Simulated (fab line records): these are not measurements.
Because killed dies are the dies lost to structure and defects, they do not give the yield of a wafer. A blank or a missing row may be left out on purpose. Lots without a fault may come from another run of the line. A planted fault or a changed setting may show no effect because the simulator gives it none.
Matching of chambers    flow n5_finfet    rie_diel-01 running N5_BEOL_M2_STRIP_66: 4 sister chambers
The step strips in CF4. 8 wafers are shown with their chamber, then 8 later ones without.

## EACH WAFER AND ITS CHAMBER
wafer   chamber  drypump_motor_current_A (A)  showerhead_plenum_p_Torr (Torr)
L079.4  1        5.8                          1.71
L081.4  2        5.2                          1.90
L083.5  1        5.8                          1.71
L083.6  0        6.3                          1.86
L089.1  2        5.2                          1.89
L089.5  3        6.6                          1.84
L089.6  0        6.3                          1.86
L090.1  3        6.5                          1.84

## WAFERS WHOSE CHAMBER IS MISSING
wafer   drypump_motor_current_A (A)  showerhead_plenum_p_Torr (Torr)
L090.3  5.2                          1.89
L090.5  5.8                          1.92
L094.1  5.8                          1.91
L094.5  5.8                          1.91
L094.6  5.2                          1.89
L097.1  6.3                          1.85
L097.2  5.8                          1.91
L097.3  6.5                          1.84

## WHICH CHAMBER EACH ONE RAN IN
wafer    from the rows above   in truth
L090.3   2                     2
L090.5   2                     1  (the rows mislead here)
L094.1   2                     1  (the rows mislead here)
L094.5   2                     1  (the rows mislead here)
L094.6   2                     2
L097.1   0                     0
L097.2   2                     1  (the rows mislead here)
L097.3   3                     3
Placed correctly: 4 of 8. Not placeable from these rows: 0. 4 placed wrongly.
How it was worked out, from the rows above alone: a wafer's distance from a chamber is the root of the sum, over the readings, of the square of ((its reading less the chamber's mean) divided by the reading's scatter). The wafer belongs to the nearest chamber; if the next one is less than 2 further off, it can't be placed. A chamber's mean is the mean of its shown wafers. The scatter is the square root of a quotient: the sum, over the shown wafers, of each reading's squared deviation from its chamber's mean, divided by wafers minus chambers.
